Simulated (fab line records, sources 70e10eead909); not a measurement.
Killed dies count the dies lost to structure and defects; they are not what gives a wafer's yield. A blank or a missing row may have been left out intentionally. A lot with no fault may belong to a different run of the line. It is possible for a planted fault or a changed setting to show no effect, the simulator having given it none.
Which of the tools did it? | flow nandHarc | 33 wafers from 11 lots sampled at 6 of the route's 1302 steps

## WHAT THE GAUGES SHOWED, per wafer
NHARC_P_M1_CD_MEAS_09: target cd 130 nm. Usual: cdNm reads 129.9 nm (standard deviation 0.6).
lot  | measured     | on       | cdNm (nm)         | flag
L949 | day 5 22:51  | cdSem-02 | 130.1 130.3 130.0 | 
L950 | day 6 17:12  | cdSem-02 | 129.0 129.5 128.7 | 
L952 | day 7 06:21  | cdSem-01 | 130.1 129.4 129.7 | 
L955 | day 8 18:47  | cdSem-03 | 130.3 129.4 130.2 | 
L956 | day 8 22:08  | cdSem-03 | 129.7 130.1 130.6 | 
L957 | day 9 13:05  | cdSem-01 | 129.7 130.9 130.1 | 
L958 | day 9 19:26  | cdSem-03 | 129.9 130.2 129.4 | 
L965 | day 12 23:48 | cdSem-02 | 129.8 129.5 130.9 | 
L968 | day 14 09:57 | cdSem-03 | - - -             | OFF
L970 | day 14 17:50 | cdSem-03 | 130.1 129.7 130.4 | 
L971 | day 15 09:53 | cdSem-03 | - - -             | OFF

NHARC_P_M1_CD_MEAS_16. Usual: cdNm reads 129.8 nm (standard deviation 0.66).
lot  | measured     | on       | cdNm (nm)         | flag
L949 | day 5 23:20  | cdSem-02 | 129.7 130.1 130.2 | 
L950 | day 6 17:42  | cdSem-02 | 128.5 129.4 128.6 | 
L952 | day 7 06:50  | cdSem-03 | 129.7 129.7 129.7 | 
L955 | day 8 19:17  | cdSem-03 | 130.2 128.4 129.5 | 
L956 | day 8 22:38  | cdSem-02 | 129.4 130.1 129.7 | 
L957 | day 9 13:37  | cdSem-02 | 129.4 130.7 129.6 | 
L958 | day 9 20:04  | cdSem-02 | 130.0 129.2 129.9 | 
L965 | day 13 00:17 | cdSem-02 | 130.1 129.4 130.5 | 
L968 | day 14 10:29 | cdSem-02 | - - -             | OFF
L970 | day 14 18:19 | cdSem-01 | 129.8 129.7 129.8 | 
L971 | day 15 10:25 | cdSem-01 | - - -             | OFF

## WHICH TOOL RAN EACH LOT (tool, then ch and the chambers of the sampled wafers, then the start)
lot  | NHARC_P_M0_ETCH_34                | NHARC_P_M0_PVD_20                      | NHARC_P_M0_PVD_21                      | NHARC_P_M1_EXPOSE_06
L949 | rieDiel-08 ch 0,3, day 5 19:03    | pvdSputter-03, day 5 22:42 or earlier  | pvdSputter-03, day 5 22:42 or earlier  | arfiScanner-03 ch 0, day 5 22:42
L950 | rieDiel-01 ch 2,3, day 6 13:26    | pvdSputter-01, day 6 17:04 or earlier  | pvdSputter-01, day 6 17:04 or earlier  | arfiScanner-01 ch 0, day 6 17:04
L952 | rieDiel-01 ch 0,1,2, day 7 02:34  | pvdSputter-03, day 7 06:13 or earlier  | pvdSputter-03, day 7 06:13 or earlier  | arfiScanner-02 ch 0, day 7 06:13
L955 | rieDiel-01 ch 0,1,3, day 8 15:00  | pvdSputter-01, day 8 18:39 or earlier  | pvdSputter-01, day 8 18:39 or earlier  | arfiScanner-03 ch 0, day 8 18:39
L956 | rieDiel-05 ch 0,1,2, day 8 18:26  | pvdSputter-01, day 8 22:00 or earlier  | pvdSputter-01, day 8 22:00 or earlier  | arfiScanner-03 ch 0, day 8 22:00
L957 | rieDiel-05 ch 1,2,3, day 9 09:18  | pvdSputter-01, day 9 12:56 or earlier  | pvdSputter-01, day 9 12:56 or earlier  | arfiScanner-01 ch 0, day 9 12:56
L958 | rieDiel-05 ch 0,2,3, day 9 15:39  | pvdSputter-03, day 9 19:17 or earlier  | pvdSputter-03, day 9 19:17 or earlier  | arfiScanner-03 ch 0, day 9 19:17
L965 | rieDiel-08 ch 0,1, day 12 20:00   | pvdSputter-03, day 12 23:40 or earlier | pvdSputter-03, day 12 23:40 or earlier | arfiScanner-03 ch 0, day 12 23:40
L968 | rieDiel-05 ch 1,2,3, day 14 05:28 | pvdSputter-02, day 14 09:49 or earlier | pvdSputter-02, day 14 09:49 or earlier | arfiScanner-03 ch 0, day 14 09:49
L970 | rieDiel-08 ch 0,1,3, day 14 14:08 | pvdSputter-03, day 14 17:41 or earlier | pvdSputter-03, day 14 17:41 or earlier | arfiScanner-01 ch 0, day 14 17:41
L971 | rieDiel-05 ch 0,2,3, day 15 05:59 | pvdSputter-01, day 15 09:44 or earlier | pvdSputter-01, day 15 09:44 or earlier | arfiScanner-03 ch 0, day 15 09:44
- NHARC_P_M0_ETCH_34: etches the open film in N2/H2, target depth 40 nm, overetch 12 nm, time 43.94 s.
- NHARC_P_M0_PVD_20: deposits TaN, target thk 5 nm, time 8.06 s.
- NHARC_P_M0_PVD_21: deposits Cu, target thk 30 nm, time 20.49 s.
- NHARC_P_M1_EXPOSE_06: exposes mask P M1, target cd 130 nm.

## AS READ BY THE TOOLS THEMSELVES (means over the sampled wafers that have a number; for cases with no such wafer, the mark the record gives instead)
NHARC_P_M0_ETCH_34. Usual: drypumpMotorCurrentA 5.65 A, standard deviation 0.19; oesProductAu 1.000 a.u., standard deviation 0.0081; rfVppV 429.5 V, standard deviation 2.7; showerheadPlenumPTorr 2.00 Torr, standard deviation 0.091; throttleValvePct 14.171 %, standard deviation 0.0086.
lot  | tool       | drypumpMotorCurrentA (A) | oesProductAu (a.u.) | rfVppV (V) | showerheadPlenumPTorr (Torr) | throttleValvePct (%) | flag
L949 | rieDiel-08 | 5.87                     | 1.004               | 429.0      | 1.99                         | 14.167               | 
L950 | rieDiel-01 | 5.97                     | 0.998               | 429.7      | 1.98                         | 14.172               | 
L952 | rieDiel-01 | 5.90                     | 0.997               | 429.7      | 2.01                         | 14.171               | 
L955 | rieDiel-01 | 5.74                     | 1.002               | 429.9      | 2.01                         | 14.175               | 
L956 | rieDiel-05 | 5.55                     | 0.992               | 430.3      | 2.03                         | 14.170               | 
L957 | rieDiel-05 | 5.61                     | 0.998               | 429.4      | 1.99                         | 14.172               | 
L958 | rieDiel-05 | 5.61                     | 0.997               | 428.4      | 1.96                         | 14.168               | 
L965 | rieDiel-08 | 5.58                     | 1.008               | 432.0      | 2.10                         | 14.176               | 
L968 | rieDiel-05 | 5.61                     | 1.000               | 428.9      | 1.98                         | 14.175               | 
L970 | rieDiel-08 | 5.73                     | 0.998               | 430.5      | 2.03                         | 14.170               | 
L971 | rieDiel-05 | 5.63                     | 0.997               | 427.4      | 1.95                         | 14.171               | 

NHARC_P_M0_PVD_20. Usual: throttleValvePct reads 29.8 % (standard deviation 1.2).
lot  | tool          | throttleValvePct (%) | flag
L949 | pvdSputter-03 | 29.4                 | 
L950 | pvdSputter-01 | 29.8                 | 
L952 | pvdSputter-03 | 30.5                 | 
L955 | pvdSputter-01 | 30.0                 | 
L956 | pvdSputter-01 | 30.0                 | 
L957 | pvdSputter-01 | 30.4                 | 
L958 | pvdSputter-03 | 29.3                 | 
L965 | pvdSputter-03 | 30.4                 | 
L968 | pvdSputter-02 | 28.4                 | 
L970 | pvdSputter-03 | 29.5                 | 
L971 | pvdSputter-01 | 30.4                 | 

NHARC_P_M0_PVD_21. Usual: throttleValvePct reads 29.8 % (standard deviation 1.2).
lot  | tool          | throttleValvePct (%) | flag
L949 | pvdSputter-03 | 29.4                 | 
L950 | pvdSputter-01 | 30.2                 | 
L952 | pvdSputter-03 | 29.6                 | 
L955 | pvdSputter-01 | 29.5                 | 
L956 | pvdSputter-01 | 30.9                 | 
L957 | pvdSputter-01 | 30.9                 | 
L958 | pvdSputter-03 | 29.6                 | 
L965 | pvdSputter-03 | 30.3                 | 
L968 | pvdSputter-02 | 30.5                 | 
L970 | pvdSputter-03 | 29.5                 | 
L971 | pvdSputter-01 | 30.5                 | 

## THE ANSWER, worked out from the rows above alone
Rule: a lot is off if the mean of its wafers that have a number lies more than 3 standard deviations from the usual mean. Also off: a lot with no number at a reading for which 4 or more lots have one. Where the step has rows for the other lots, those lots are counted as sound. The gauges are gone through in route order, then the tools' own readings, and for those a lot's mean is taken as printed above. At the first step where some lot is off, the reading lying furthest off is the one used; lots without a number count as furthest.
Off: L968, L971 (NHARC_P_M1_CD_MEAS_09, cdNm). Without a number there: L968, L971.
If a tool, at a process step before that reading, ran all the lots that are off and no sound lot after the first of them, it fits. Not tried: the gauges at NHARC_P_M1_CD_MEAS_09; whatever is off there is also off at NHARC_P_M1_CD_MEAS_16, on other tools, and gauge error can't account for it. NHARC_P_M0_PVD_20 gives no start for some lots, so the hours and the order of its lots are those of NHARC_P_M1_EXPOSE_06. NHARC_P_M0_PVD_21 gives no start for some lots, so the hours and the order of its lots are those of NHARC_P_M1_EXPOSE_06. Can't be told from this: 2 tools fit, rieDiel-05 at NHARC_P_M0_ETCH_34, arfiScanner-03 at NHARC_P_M1_EXPOSE_06.

## WHAT WAS PUT IN BY THE SIMULATOR
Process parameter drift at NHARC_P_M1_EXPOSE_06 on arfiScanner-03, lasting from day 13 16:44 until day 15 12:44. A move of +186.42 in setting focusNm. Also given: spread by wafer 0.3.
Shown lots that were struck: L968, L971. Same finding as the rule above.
